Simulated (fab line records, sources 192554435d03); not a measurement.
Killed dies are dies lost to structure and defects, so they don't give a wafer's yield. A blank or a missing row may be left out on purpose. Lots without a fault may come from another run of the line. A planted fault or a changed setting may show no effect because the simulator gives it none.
Which tool did it? | flow n5_finfet | 11 lots, 33 wafers sampled, at 4 steps of a route of 1938

WHAT THE GAUGES READ, wafer by wafer
N5_MIM_TOP_LITHO_OVL_MEAS_11.
lot  | measured     | on         | MIM_TOP_OVL (nm)
L107 | day 13 16:01 | overlay-01 | -3 -4 5
L108 | day 14 12:50 | overlay-02 | -3 -5 -1
L109 | day 14 15:50 | overlay-01 | -6 -15 -14
L110 | day 14 15:40 | overlay-01 | -3 4 -4
L111 | day 15 00:44 | overlay-01 | 5 -8 -3
L112 | day 15 00:54 | overlay-02 | 1 3 0
L113 | day 15 18:58 | overlay-01 | 4 1 -4
L114 | day 15 08:02 | overlay-01 | -5 -4 -3
L127 | day 20 13:44 | overlay-02 | -5 -10 -8
L129 | day 19 18:40 | overlay-01 | -5 -13 -7
L130 | day 20 02:23 | overlay-02 | -5 -4 -14

N5_PASSIVATION_OVL_MEAS_66.
lot  | measured     | on         | PASS_OPEN_OVL (nm)
L107 | day 14 00:22 | overlay-02 | 7 0 -1
L108 | day 14 22:13 | overlay-01 | -2 -11 -2
L109 | day 15 02:13 | overlay-01 | -3 -5 -1
L110 | day 15 02:11 | overlay-01 | 0 -1 2
L111 | day 15 09:40 | overlay-02 | -2 5 6
L112 | day 15 09:55 | overlay-01 | 1 -1 0
L113 | day 16 00:52 | overlay-01 | -2 0 3
L114 | day 15 14:17 | overlay-02 | -11 -10 -14
L127 | day 20 19:32 | overlay-01 | -4 -6 -7
L129 | day 20 04:01 | overlay-01 | 0 -1 -4
L130 | day 20 10:05 | overlay-02 | -8 -7 -8

WHICH TOOL RAN EACH LOT (tool, then ch and the chambers of the sampled wafers, then the start)
lot  | N5_PMOS_HMC_CHANNEL_EPI_ETCH_38 | N5_BEOL_M14_SPUTTER_43
L107 | rie_si-05 ch 0,3, day 1 19:15   | pvd_sputter-02, day 13 02:58
L108 | rie_si-03 ch 0,2,3, day 2 01:57 | pvd_sputter-02, day 14 02:33
L109 | rie_si-06 ch 0,1,2, day 2 06:32 | pvd_sputter-02, day 14 06:26
L110 | rie_si-03 ch 0,1, day 2 11:32   | pvd_sputter-02, day 14 04:53
L111 | rie_si-06 ch 0,2,3, day 2 17:40 | pvd_sputter-02, day 14 11:46
L112 | rie_si-03 ch 0,1,3, day 2 23:28 | pvd_sputter-02, day 14 12:17
L113 | rie_si-05 ch 0,1,3, day 3 05:31 | pvd_sputter-03, day 15 07:53
L114 | rie_si-03 ch 0,1,2, day 3 11:55 | pvd_sputter-03, day 14 18:54
L127 | rie_si-03 ch 1,2,3, day 6 17:37 | pvd_sputter-03, day 20 02:54
L129 | rie_si-06 ch 0,2,3, day 7 05:49 | pvd_sputter-03, day 19 01:53
L130 | rie_si-05 ch 1,2,3, day 7 12:14 | pvd_sputter-03, day 19 16:53
- N5_PMOS_HMC_CHANNEL_EPI_ETCH_38: etches SiO2 in CF4, target depth 1.5 nm.
- N5_BEOL_M14_SPUTTER_43: material TaN, target thk 15 nm, time 24.19 s.

WHAT THE TOOLS THEMSELVES READ (means of the sampled wafers that have a number; where no wafer has one, the mark that the record gives instead)
N5_PMOS_HMC_CHANNEL_EPI_ETCH_38.
lot  | tool      | drypump_motor_current_A (A) | oes_product_au (a.u.) | throttle_valve_pct (%)
L107 | rie_si-05 | 6.0                         | 0.993                 | 21.92
L108 | rie_si-03 | 5.5                         | 1.022                 | 21.89
L109 | rie_si-06 | 5.4                         | 1.009                 | 21.62
L110 | rie_si-03 | 5.9                         | 1.006                 | 21.82
L111 | rie_si-06 | 5.4                         | 1.010                 | 21.68
L112 | rie_si-03 | 5.4                         | 1.015                 | 21.98
L113 | rie_si-05 | 5.6                         | 1.009                 | 22.02
L114 | rie_si-03 | 6.0                         | 1.015                 | 21.73
L127 | rie_si-03 | 5.9                         | 1.015                 | 21.84
L129 | rie_si-06 | 5.4                         | 1.006                 | 21.68
L130 | rie_si-05 | 5.4                         | 0.991                 | 21.84

N5_BEOL_M14_SPUTTER_43.
lot  | tool           | bias_v (V) | substrate_temp_c (C) | throttle_valve_pct (%)
L107 | pvd_sputter-02 | 168.6      | 50.04                | 30.1
L108 | pvd_sputter-02 | 168.6      | 49.87                | 30.1
L109 | pvd_sputter-02 | 168.9      | 49.91                | 29.7
L110 | pvd_sputter-02 | 170.0      | 50.06                | 29.3
L111 | pvd_sputter-02 | 170.8      | 49.94                | 30.1
L112 | pvd_sputter-02 | 168.4      | 49.94                | 30.5
L113 | pvd_sputter-03 | 169.4      | 50.07                | 29.2
L114 | pvd_sputter-03 | 168.2      | 50.06                | 29.8
L127 | pvd_sputter-03 | 168.0      | 50.06                | 29.3
L129 | pvd_sputter-03 | 168.5      | 50.05                | 29.2
L130 | pvd_sputter-03 | 169.4      | 50.07                | 28.7

THE ANSWER, worked out from the rows above alone
Rule: what is usual is taken from the lots themselves. Put in order of their means at a reading, lots are off if they are a third of the lots or fewer, leave a main group of 4 or more, and stand apart from it by a gap of 3 or more times the standard deviation of the main group's means; of several such gaps the widest counts. A main group whose means are all the same, to the digits that the tables above print for the reading, isn't used. A lot without any number at a reading at which 4 lots or more have one is off too. The other lots that the step has rows for count as sound. The gauges are gone through in route order, then the tools' own readings, and for those a lot's mean is taken as printed above. The first step at which some lot is off is used, and at that step the reading that is off furthest; a lot without a number counts as furthest.
No lot is off at any reading shown: from this, nothing can be told.

WHAT THE SIMULATOR HAD PUT IN
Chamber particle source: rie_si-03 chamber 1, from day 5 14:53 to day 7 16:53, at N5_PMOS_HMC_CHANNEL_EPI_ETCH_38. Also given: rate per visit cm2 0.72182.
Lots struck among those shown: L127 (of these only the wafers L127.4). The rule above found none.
